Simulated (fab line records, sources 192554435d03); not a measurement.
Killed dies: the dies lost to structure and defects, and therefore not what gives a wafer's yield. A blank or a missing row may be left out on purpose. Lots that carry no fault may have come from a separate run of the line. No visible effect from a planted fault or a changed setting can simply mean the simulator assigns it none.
fab line records	flow n5-finfet
record lots=24	wafers=72	last-day=19
route steps=1938 shown BEOL_M5@1160
lots that met no fault: taken from a fault-free run of the same line
start-h: start of the lot's first displayed wafer, in hours after the record's first day	wait-h: time in hours since the lot's previous step	" as in the row above	L1.1+2: several wafers, shown together as one row	- no value, or no start was given	* or withheld: withheld	< > ~ a bound
route shown NAME@n: NAME is a module with steps in the file, n the number in the route of the first one	usual: mean/standard deviation taken from wafers without a fault	same: alike in all rows	chamber/n: place in a boat	sites: each site's reading	_std_site: their standard deviation	_edge_site: the outer-site mean with the inner-site mean subtracted	radius-mm: how far each site lies from the wafer's centre	mask NAME#n: copy n	behind: the tool/chamber that last shaped the wafer	hold: what put the lot on hold/how long, in hours/how the hold closed	device: the n, p or np transistor that did not switch	end of line: at the end of the route, the tests of the same wafers	for a step that has no rows: nothing shown but its recipe	killed: not the wafer's yield, but the dies lost to structure and defects at the first sort	map: per-die view of a wafer (x killed, . not killed, _ where there is no die)
set.NAME: the setting that was run; set.NAME@STEP: the one run at that earlier step	model.NAME: the simulator's own value behind a step, which no gauge read
steps of the route over a sample of lots; a table a step, a row a wafer
services: a tool's chamber out of use, with start hour (start-h, from the record's first day; less than 0 if before it), hours out, and reason
## steps
# step N5_BEOL_M5_TRENCH_ETCH_37
# recipe chemistry=C4F6/O2	target-depth-a=716.52	target=SiCOH_lowk	time-s=24.7	ion-energy-ev=250	pressure-mtorr=30	source-w=345	bias-w=185	Ar_flow_sccm=300	C4F6_flow_sccm=10	O2_flow_sccm=10
# usual drypump-motor-current-A=5.8/0.55	oes-product-au=0.75/0.073	rf-vpp-V=669/9.9	showerhead-plenum-p-Torr=2.85/0.088	throttle-valve-pct=21.07/0.26
lot.wafer	tool	chamber	start-h	wait-h	drypump-motor-current-A	oes-product-au	rf-hours-counter-h	rf-vpp-V	showerhead-plenum-p-Torr	throttle-valve-pct
L074.3	rie-diel-04	3	-	-	6.0	0.74	176	679	2.84	21.14
L074.5	"	3	"	"	6.0	0.73	-	681	2.84	21.13
L074.6	"	1	"	"	6.1	0.78	-	667	2.74	21.21
L075.2	rie-diel-04	3	-	-	5.9	0.73	178	680	2.84	21.12
L075.3	"	1	"	"	6.1	0.78	128	668	2.73	21.23
L075.5	"	3	"	"	6.0	0.73	-	680	2.84	21.15
L076.1	rie-diel-01	0	-	-	6.2	0.93	7	681	2.80	20.45
L076.2	"	1	"	"	6.3	0.70	197	670	2.72	21.16
L076.6	"	1	"	"	6.3	0.70	-	670	2.72	21.14
L077.1	rie-diel-01	2	-	-	5.7	0.74	175	651	2.96	21.21
L077.2	"	3	"	"	6.2	0.75	179	665	2.95	20.72
L077.6	"	0	"	"	6.1	0.91	-	680	2.80	20.47
L078.1	rie-diel-03	2	-	-	4.7	0.74	159	668	2.96	21.35
L078.3	"	1	"	"	6.1	0.72	206	683	2.93	21.09
L078.4	"	3	"	"	6.4	0.86	75	666	2.77	20.84
L080.3	rie-diel-01	0	-	-	6.1	0.89	18	680	2.80	20.46
L080.5	"	1	"	"	6.2	0.69	-	668	2.72	21.16
L080.6	"	2	"	"	5.7	0.73	-	650	2.96	21.18
L079.1	rie-diel-03	0	-	-	5.0	0.71	173	657	2.85	21.35
L079.3	"	1	"	"	6.1	0.71	213	684	2.93	21.09
L079.6	"	0	"	"	5.0	0.71	-	655	2.85	21.34
L081.1	rie-diel-03	0	-	-	5.0	0.72	174	656	2.85	21.34
L081.2	"	3	"	"	6.4	0.84	82	667	2.77	20.85
L081.5	"	1	"	"	6.1	0.71	-	684	2.93	21.07
L082.1	rie-diel-04	1	-	-	6.1	0.78	140	666	2.73	21.22
L082.2	"	2	"	"	5.2	0.92	16	665	2.81	20.81
L082.6	"	1	"	"	6.1	0.76	-	669	2.73	21.24
L083.1	rie-diel-04	1	-	-	6.2	0.76	141	666	2.73	21.21
L083.2	"	3	"	"	5.9	0.72	191	679	2.84	21.16
L083.3	"	2	"	"	5.2	0.92	17	664	2.81	20.81
L084.1	rie-diel-01	1	-	-	6.3	0.69	212	670	2.71	21.17
L084.5	"	2	"	"	5.7	0.73	-	649	2.96	21.19
L084.6	"	3	"	"	6.2	0.75	-	666	2.95	20.75
L087.2	rie-diel-03	2	-	-	4.7	0.73	174	666	2.95	21.38
L087.5	"	2	"	"	4.7	0.73	-	668	2.95	21.35
L087.6	"	1	"	"	6.1	0.71	-	684	2.93	21.10
L085.1	rie-diel-01	0	-	-	6.1	0.88	29	681	2.79	20.50
L085.3	"	3	"	"	6.2	0.75	199	665	2.95	20.75
L085.6	"	1	"	"	6.2	0.69	-	670	2.71	21.18
L086.1	rie-diel-01	3	-	-	6.2	0.74	201	665	2.94	20.74
L086.3	"	2	"	"	5.7	0.72	198	650	2.95	21.20
L086.5	"	3	"	"	6.2	0.74	-	666	2.94	20.75
L089.1	rie-diel-03	2	-	-	4.7	0.73	179	667	2.95	21.37
L089.3	"	1	"	"	6.1	0.69	227	684	2.92	21.11
L089.6	"	0	"	"	5.0	0.69	-	656	2.85	21.37
L088.3	rie-diel-04	0	-	-	5.9	0.67	246	679	2.94	20.93
L088.5	"	0	"	"	5.9	0.67	-	679	2.94	20.95
L088.6	"	1	"	"	6.1	0.75	-	668	2.72	21.23
L091.1	rie-diel-03	0	-	-	5.0	0.71	190	655	2.85	21.39
L091.4	"	0	"	"	5.0	0.70	-	655	2.85	21.37
L091.6	"	3	"	"	6.3	0.82	-	667	2.76	20.89
L092.2	rie-diel-04	1	-	-	6.1	0.75	156	667	2.72	21.24
L092.3	"	0	"	"	5.9	0.68	248	679	2.94	20.94
L092.6	"	0	"	"	5.9	0.67	-	679	2.94	20.94
L090.1	rie-diel-03	1	-	-	6.1	0.70	229	683	2.92	21.11
L090.3	"	0	"	"	5.0	0.69	196	656	2.85	21.38
L090.5	"	2	"	"	4.7	0.72	-	666	2.95	21.41
L093.1	rie-diel-03	2	-	-	4.7	0.72	192	667	2.95	21.40
L093.3	"	1	"	"	6.1	0.70	233	684	2.92	21.13
L093.5	"	0	"	"	5.0	0.69	-	655	2.84	21.38
L095.1	rie-diel-03	3	-	-	6.4	0.81	108	668	2.75	20.88
L095.4	"	2	"	"	4.7	0.72	192	666	2.95	21.39
L095.6	"	0	"	"	5.0	0.70	-	656	2.84	21.36
L094.1	rie-diel-04	3	-	-	5.9	0.70	217	681	2.82	21.19
L094.2	"	1	"	"	6.1	0.74	168	667	2.72	21.28
L094.5	"	1	"	"	6.1	0.74	-	668	2.72	21.27
L096.1	rie-diel-03	0	-	-	5.0	0.69	205	654	2.84	21.39
L096.3	"	1	"	"	6.1	0.70	242	684	2.92	21.14
L096.4	"	3	"	"	6.4	0.80	118	666	2.75	20.90
L097.1	rie-diel-04	1	-	-	6.1	0.73	175	666	2.71	21.28
L097.3	"	2	"	"	5.2	0.85	51	666	2.79	20.87
L097.6	"	3	"	"	5.9	0.71	-	679	2.82	21.21
# step N5_BEOL_M5_DEGAS_44
# recipe ambient=vacuum	temp-c=250	time-s=60
# usual heater-power-w=341/37
lot.wafer	tool	chamber	start-h	wait-h	heater-power-w
L074.3	pvd-sputter-03	-	206.19	0.3	351
L074.5	"	-	"	"	304
L074.6	"	-	"	"	335
L075.2	pvd-sputter-03	-	211.06	0.4	331
L075.3	"	-	"	"	354
L075.5	"	-	"	"	304
L076.1	pvd-sputter-01	-	213.12	2.0	367
L076.2	"	-	"	"	390
L076.6	"	-	"	"	383
L077.1	pvd-sputter-02	-	221.74	0.6	291
L077.2	"	-	"	"	412
L077.6	"	-	"	"	290
L078.1	pvd-sputter-01	-	225.96	0.5	325
L078.3	"	-	"	"	377
L078.4	"	-	"	"	377
L080.3	pvd-sputter-02	-	244.57	0.3	343
L080.5	"	-	"	"	293
L080.6	"	-	"	"	416
L079.1	pvd-sputter-02	-	247.13	2.2	339
L079.3	"	-	"	"	291
L079.6	"	-	"	"	408
L081.1	pvd-sputter-03	-	248.00	0.4	306
L081.2	"	-	"	"	345
L081.5	"	-	"	"	315
L082.1	pvd-sputter-02	-	252.56	0.5	406
L082.2	"	-	"	"	293
L082.6	"	-	"	"	287
L083.1	pvd-sputter-03	-	255.12	0.7	357
L083.2	"	-	"	"	307
L083.3	"	-	"	"	304
L084.1	pvd-sputter-02	-	258.65	0.6	301
L084.5	"	-	"	"	301
L084.6	"	-	"	"	337
L087.2	pvd-sputter-02	-	271.69	0.3	337
L087.5	"	-	"	"	328
L087.6	"	-	"	"	292
L085.1	pvd-sputter-01	-	281.52	0.5	354
L085.3	"	-	"	"	375
L085.6	"	-	"	"	374
L086.1	pvd-sputter-03	-	287.17	0.6	351
L086.3	"	-	"	"	310
L086.5	"	-	"	"	303
L089.1	pvd-sputter-03	-	291.77	0.5	316
L089.3	"	-	"	"	318
L089.6	"	-	"	"	347
L088.3	pvd-sputter-02	-	293.12	1.4	347
L088.5	"	-	"	"	298
L088.6	"	-	"	"	343
L091.1	pvd-sputter-01	-	297.65	0.5	323
L091.4	"	-	"	"	377
L091.6	"	-	"	"	378
L092.2	pvd-sputter-01	-	300.43	0.4	315
L092.3	"	-	"	"	401
L092.6	"	-	"	"	376
L090.1	pvd-sputter-01	-	311.75	0.3	375
L090.3	"	-	"	"	316
L090.5	"	-	"	"	318
L093.1	pvd-sputter-02	-	324.67	0.7	418
L093.3	"	-	"	"	343
L093.5	"	-	"	"	288
L095.1	pvd-sputter-03	-	324.99	0.5	349
L095.4	"	-	"	"	331
L095.6	"	-	"	"	311
L094.1	pvd-sputter-03	-	334.26	0.6	358
L094.2	"	-	"	"	333
L094.5	"	-	"	"	306
L096.1	pvd-sputter-01	-	349.63	0.3	369
L096.3	"	-	"	"	318
L096.4	"	-	"	"	371
L097.1	pvd-sputter-01	-	353.29	0.8	361
L097.3	"	-	"	"	385
L097.6	"	-	"	"	389
# step N5_BEOL_M5_PRE_CLEAN_45
# recipe gas=H2/He	time-s=30	temp-c=250
# usual heater-power-w=342/37
lot.wafer	tool	chamber	start-h	wait-h	heater-power-w
L074.3	pvd-sputter-03	-	206.23	0.0	358
L074.5	"	-	"	"	313
L074.6	"	-	"	"	325
L075.2	pvd-sputter-03	-	211.10	0.0	341
L075.3	"	-	"	"	346
L075.5	"	-	"	"	303
L076.1	pvd-sputter-01	-	213.16	0.0	361
L076.2	"	-	"	"	391
L076.6	"	-	"	"	375
L077.1	pvd-sputter-02	-	221.78	0.0	294
L077.2	"	-	"	"	423
L077.6	"	-	"	"	296
L078.1	pvd-sputter-01	-	226.00	0.0	321
L078.3	"	-	"	"	368
L078.4	"	-	"	"	362
L080.3	pvd-sputter-02	-	244.61	0.0	338
L080.5	"	-	"	"	292
L080.6	"	-	"	"	427
L079.1	pvd-sputter-02	-	247.17	0.0	339
L079.3	"	-	"	"	295
L079.6	"	-	"	"	422
L081.1	pvd-sputter-03	-	248.04	0.0	307
L081.2	"	-	"	"	355
L081.5	"	-	"	"	315
L082.1	pvd-sputter-02	-	252.60	0.0	413
L082.2	"	-	"	"	293
L082.6	"	-	"	"	287
L083.1	pvd-sputter-03	-	255.16	0.0	351
L083.2	"	-	"	"	324
L083.3	"	-	"	"	309
L084.1	pvd-sputter-02	-	258.69	0.0	297
L084.5	"	-	"	"	301
L084.6	"	-	"	"	340
L087.2	pvd-sputter-02	-	271.73	0.0	332
L087.5	"	-	"	"	341
L087.6	"	-	"	"	295
L085.1	pvd-sputter-01	-	281.56	0.0	361
L085.3	"	-	"	"	374
L085.6	"	-	"	"	375
L086.1	pvd-sputter-03	-	287.21	0.0	357
L086.3	"	-	"	"	304
L086.5	"	-	"	"	303
L089.1	pvd-sputter-03	-	291.81	0.0	305
L089.3	"	-	"	"	318
L089.6	"	-	"	"	347
L088.3	pvd-sputter-02	-	293.16	0.0	332
L088.5	"	-	"	"	295
L088.6	"	-	"	"	335
L091.1	pvd-sputter-01	-	297.69	0.0	319
L091.4	"	-	"	"	385
L091.6	"	-	"	"	370
L092.2	pvd-sputter-01	-	300.47	0.0	314
L092.3	"	-	"	"	390
L092.6	"	-	"	"	365
L090.1	pvd-sputter-01	-	311.79	0.0	385
L090.3	"	-	"	"	326
L090.5	"	-	"	"	325
L093.1	pvd-sputter-02	-	324.71	0.0	411
L093.3	"	-	"	"	337
L093.5	"	-	"	"	291
L095.1	pvd-sputter-03	-	325.03	0.0	364
L095.4	"	-	"	"	335
L095.6	"	-	"	"	313
L094.1	pvd-sputter-03	-	334.30	0.0	362
L094.2	"	-	"	"	338
L094.5	"	-	"	"	314
L096.1	pvd-sputter-01	-	349.67	0.0	377
L096.3	"	-	"	"	313
L096.4	"	-	"	"	370
L097.1	pvd-sputter-01	-	353.33	0.0	381
L097.3	"	-	"	"	381
L097.6	"	-	"	"	394
# step N5_BEOL_M5_SURFACE_TREAT_87
# recipe gas=Ar	time-s=*	ion-energy-ev=*	ion-current-ma-cm2=0.5	pressure-mtorr=*	ar-flow-sccm=30
# usual throttle-valve-pct=*
lot.wafer	tool	chamber	start-h	wait-h	throttle-valve-pct
L074.3	pvd-sputter-02	-	207.24	0.5	*
L074.5	"	-	"	"	*
L074.6	"	-	"	"	*
L075.2	pvd-sputter-03	-	211.46	0.2	*
L075.3	"	-	"	"	*
L075.5	"	-	"	"	*
L076.1	pvd-sputter-01	-	213.60	0.2	*
L076.2	"	-	"	"	*
L076.6	"	-	"	"	*
L077.1	pvd-sputter-02	-	222.14	0.1	*
L077.2	"	-	"	"	*
L077.6	"	-	"	"	*
L078.1	pvd-sputter-02	-	226.80	0.6	*
L078.3	"	-	"	"	*
L078.4	"	-	"	"	*
L080.3	pvd-sputter-02	-	245.01	0.1	*
L080.5	"	-	"	"	*
L080.6	"	-	"	"	*
L079.1	pvd-sputter-02	-	247.53	0.2	*
L079.3	"	-	"	"	*
L079.6	"	-	"	"	*
L081.1	pvd-sputter-03	-	248.34	0.1	*
L081.2	"	-	"	"	*
L081.5	"	-	"	"	*
L082.1	pvd-sputter-01	-	252.91	0.1	*
L082.2	"	-	"	"	*
L082.6	"	-	"	"	*
L083.1	pvd-sputter-03	-	255.52	0.2	*
L083.2	"	-	"	"	*
L083.3	"	-	"	"	*
L084.1	pvd-sputter-02	-	259.07	0.2	*
L084.5	"	-	"	"	*
L084.6	"	-	"	"	*
L087.2	pvd-sputter-03	-	272.17	0.3	*
L087.5	"	-	"	"	*
L087.6	"	-	"	"	*
L085.1	pvd-sputter-02	-	283.06	1.1	*
L085.3	"	-	"	"	*
L085.6	"	-	"	"	*
L086.1	pvd-sputter-01	-	287.56	0.1	*
L086.3	"	-	"	"	*
L086.5	"	-	"	"	*
L089.1	pvd-sputter-01	-	292.35	0.3	*
L089.3	"	-	"	"	*
L089.6	"	-	"	"	*
L088.3	pvd-sputter-02	-	293.46	0.1	*
L088.5	"	-	"	"	*
L088.6	"	-	"	"	*
L091.1	pvd-sputter-02	-	298.21	0.3	*
L091.4	"	-	"	"	*
L091.6	"	-	"	"	*
L092.2	pvd-sputter-03	-	300.93	0.2	*
L092.3	"	-	"	"	*
L092.6	"	-	"	"	*
L090.1	pvd-sputter-02	-	312.24	0.2	*
L090.3	"	-	"	"	*
L090.5	"	-	"	"	*
L093.1	pvd-sputter-01	-	325.36	0.5	*
L093.3	"	-	"	"	*
L093.5	"	-	"	"	*
L095.1	pvd-sputter-01	-	325.52	0.3	*
L095.4	"	-	"	"	*
L095.6	"	-	"	"	*
L094.1	pvd-sputter-02	-	334.65	0.2	*
L094.2	"	-	"	"	*
L094.5	"	-	"	"	*
L096.1	pvd-sputter-01	-	350.05	0.2	*
L096.3	"	-	"	"	*
L096.4	"	-	"	"	*
L097.1	pvd-sputter-02	-	353.63	0.1	*
L097.3	"	-	"	"	*
L097.6	"	-	"	"	*
# step N5_BEOL_M5_ANNEAL_84
# recipe temp-c=400	time-s=1800	ambient=vacuum
# usual heater-power-w=860/110
lot.wafer	tool	chamber	start-h	wait-h	heater-power-w
L074.3	pvd-sputter-01	-	210.15	0.0	831
L074.5	"	-	"	"	970
L074.6	"	-	"	"	932
L075.2	pvd-sputter-02	-	213.95	0.0	733
L075.3	"	-	"	"	861
L075.5	"	-	"	"	1043
L076.1	pvd-sputter-01	-	216.20	0.0	937
L076.2	"	-	"	"	792
L076.6	"	-	"	"	805
L077.1	pvd-sputter-02	-	224.63	0.0	1032
L077.2	"	-	"	"	734
L077.6	"	-	"	"	731
L078.1	pvd-sputter-02	-	229.52	0.0	726
L078.3	"	-	"	"	845
L078.4	"	-	"	"	1026
L080.3	pvd-sputter-01	-	247.60	0.0	791
L080.5	"	-	"	"	973
L080.6	"	-	"	"	907
L079.1	pvd-sputter-02	-	250.03	0.0	821
L079.3	"	-	"	"	735
L079.6	"	-	"	"	842
L081.1	pvd-sputter-03	-	251.03	0.0	815
L081.2	"	-	"	"	776
L081.5	"	-	"	"	884
L082.1	pvd-sputter-02	-	255.39	0.0	736
L082.2	"	-	"	"	1027
L082.6	"	-	"	"	837
L083.1	pvd-sputter-01	-	258.25	0.0	895
L083.2	"	-	"	"	973
L083.3	"	-	"	"	811
L084.1	pvd-sputter-02	-	262.06	0.0	1045
L084.5	"	-	"	"	722
L084.6	"	-	"	"	1024
L087.2	pvd-sputter-03	-	274.89	0.0	811
L087.5	"	-	"	"	823
L087.6	"	-	"	"	783
L085.1	pvd-sputter-02	-	285.53	0.0	837
L085.3	"	-	"	"	1027
L085.6	"	-	"	"	861
L086.1	pvd-sputter-01	-	290.17	0.0	912
L086.3	"	-	"	"	919
L086.5	"	-	"	"	812
L089.1	pvd-sputter-01	-	295.08	0.0	903
L089.3	"	-	"	"	984
L089.6	"	-	"	"	911
L088.3	pvd-sputter-02	-	296.00	0.0	1020
L088.5	"	-	"	"	735
L088.6	"	-	"	"	1076
L091.1	pvd-sputter-02	-	301.16	0.0	844
L091.4	"	-	"	"	1038
L091.6	"	-	"	"	1032
L092.2	pvd-sputter-01	-	303.41	0.0	997
L092.3	"	-	"	"	804
L092.6	"	-	"	"	882
L090.1	pvd-sputter-02	-	314.74	0.0	723
L090.3	"	-	"	"	846
L090.5	"	-	"	"	717
L093.1	pvd-sputter-02	-	328.05	0.0	1036
L093.3	"	-	"	"	736
L093.5	"	-	"	"	1029
L095.1	pvd-sputter-03	-	328.21	0.0	817
L095.4	"	-	"	"	824
L095.6	"	-	"	"	779
L094.1	pvd-sputter-01	-	337.13	0.0	990
L094.2	"	-	"	"	923
L094.5	"	-	"	"	985
L096.1	pvd-sputter-03	-	353.70	0.0	831
L096.3	"	-	"	"	777
L096.4	"	-	"	"	777
L097.1	pvd-sputter-01	-	356.12	0.0	919
L097.3	"	-	"	"	924
L097.6	"	-	"	"	792
# step N5_BEOL_M5_DEP_56
# recipe material=SiCN	target-thk-a=80	temp-c=withheld	precursor=3MS/NH3	pressure-torr=3	rf-w=202	time-s=14
# usual showerhead-plenum-p-Torr=3.665/0.011	throttle-valve-pct=9.3/0.41
lot.wafer	tool	chamber	start-h	wait-h	showerhead-plenum-p-Torr	throttle-valve-pct
L074.3	pecvd-01	1	213.41	0.0	3.672	9.3
L074.5	"	1	"	"	3.693	9.2
L074.6	"	0	"	"	3.660	9.5
L075.2	pecvd-03	2	217.03	0.0	3.667	8.8
L075.3	"	0	"	"	3.655	9.4
L075.5	"	2	"	"	3.665	9.0
L076.1	pecvd-02	0	219.74	0.0	3.663	9.4
L076.2	"	1	"	"	3.662	8.7
L076.6	"	1	"	"	3.663	9.1
L077.1	pecvd-01	1	227.72	0.0	3.683	9.1
L077.2	"	0	"	"	3.662	9.5
L077.6	"	1	"	"	3.681	9.1
L078.1	pecvd-01	1	233.15	0.0	3.691	9.1
L078.3	"	0	"	"	3.673	9.8
L078.4	"	1	"	"	3.688	9.0
L080.3	pecvd-01	1	250.71	0.0	3.680	9.2
L080.5	"	1	"	"	3.679	9.4
L080.6	"	0	"	"	3.656	9.7
L079.1	pecvd-01	1	253.12	0.0	3.681	9.2
L079.3	"	1	"	"	3.685	9.2
L079.6	"	0	"	"	3.665	9.6
L081.1	pecvd-02	1	254.11	0.0	3.659	8.9
L081.2	"	0	"	"	3.665	9.7
L081.5	"	2	"	"	3.661	8.6
L082.1	pecvd-02	2	258.47	0.0	3.662	8.7
L082.2	"	1	"	"	3.667	8.7
L082.6	"	2	"	"	3.669	8.6
L083.1	pecvd-01	0	261.34	0.0	3.654	9.7
L083.2	"	1	"	"	3.677	9.2
L083.3	"	1	"	"	3.676	9.4
L084.1	pecvd-02	2	265.67	0.0	3.657	8.6
L084.5	"	2	"	"	3.652	8.8
L084.6	"	0	"	"	3.662	9.4
L087.2	pecvd-02	1	277.99	0.0	3.655	8.6
L087.5	"	2	"	"	3.662	8.7
L087.6	"	1	"	"	3.667	9.1
L085.1	pecvd-02	0	288.61	0.0	3.662	9.5
L085.3	"	2	"	"	3.671	8.9
L085.6	"	1	"	"	3.659	8.8
L086.1	pecvd-02	1	293.26	0.0	3.662	8.9
L086.3	"	2	"	"	3.668	8.7
L086.5	"	1	"	"	3.672	9.1
L089.1	pecvd-02	1	298.18	0.0	3.664	8.8
L089.3	"	0	"	"	3.659	9.3
L089.6	"	0	"	"	3.656	9.3
L088.3	pecvd-03	2	300.68	0.0	3.667	9.0
L088.5	"	1	"	"	3.663	9.9
L088.6	"	0	"	"	3.665	9.3
L091.1	pecvd-03	1	304.36	0.0	3.670	9.9
L091.4	"	2	"	"	3.669	8.9
L091.6	"	1	"	"	3.665	9.9
L092.2	pecvd-03	0	306.68	0.0	3.669	9.4
L092.3	"	2	"	"	3.667	9.1
L092.6	"	0	"	"	3.668	9.4
L090.1	pecvd-01	0	318.11	0.0	3.664	9.8
L090.3	"	2	"	"	3.641	9.1
L090.5	"	2	"	"	3.645	9.2
L093.1	pecvd-01	2	331.33	0.0	3.644	9.2
L093.3	"	1	"	"	3.678	9.4
L093.5	"	0	"	"	3.665	9.7
L095.1	pecvd-01	2	331.60	0.0	3.639	9.0
L095.4	"	2	"	"	3.638	9.0
L095.6	"	0	"	"	3.660	9.8
L094.1	pecvd-02	0	340.55	0.0	3.658	9.4
L094.2	"	2	"	"	3.661	9.1
L094.5	"	2	"	"	3.668	8.3
L096.1	pecvd-01	1	356.85	0.0	3.676	9.1
L096.3	"	0	"	"	3.667	9.9
L096.4	"	1	"	"	3.691	9.3
L097.1	pecvd-03	2	359.22	0.0	3.668	9.0
L097.3	"	0	"	"	3.662	9.4
L097.6	"	1	"	"	3.658	10.0
## services
tool	chamber	start-h	hours	kind
rie-diel-04	2	200.78	4.9	repair
rie-diel-04	0	210.17	13.3	repair
pecvd-01	2	215.87	20.5	repair
pecvd-03	1	223.73	6.0	repair
pecvd-02	1	233.21	2.1	scheduled-down
pecvd-03	2	234.72	9.0	repair
pecvd-01	2	236.42	-	clean
pecvd-01	2	236.42	-	consumable-replace:showerhead
pecvd-01	2	236.42	29.0	scheduled-down
pecvd-01	2	236.42	29.0	vent-cycle
pecvd-02	0	273.00	5.5	scheduled-down
rie-diel-01	3	288.09	4.2	repair
rie-diel-04	0	309.05	-	clean
rie-diel-04	0	309.05	-	consumable-replace:focus-ring
pecvd-03	2	328.58	2.1	scheduled-down
pecvd-02	-	337.78	0.8	pm
pecvd-02	1	356.54	5.0	scheduled-down
pecvd-01	1	357.31	2.1	scheduled-down
## key
fault none
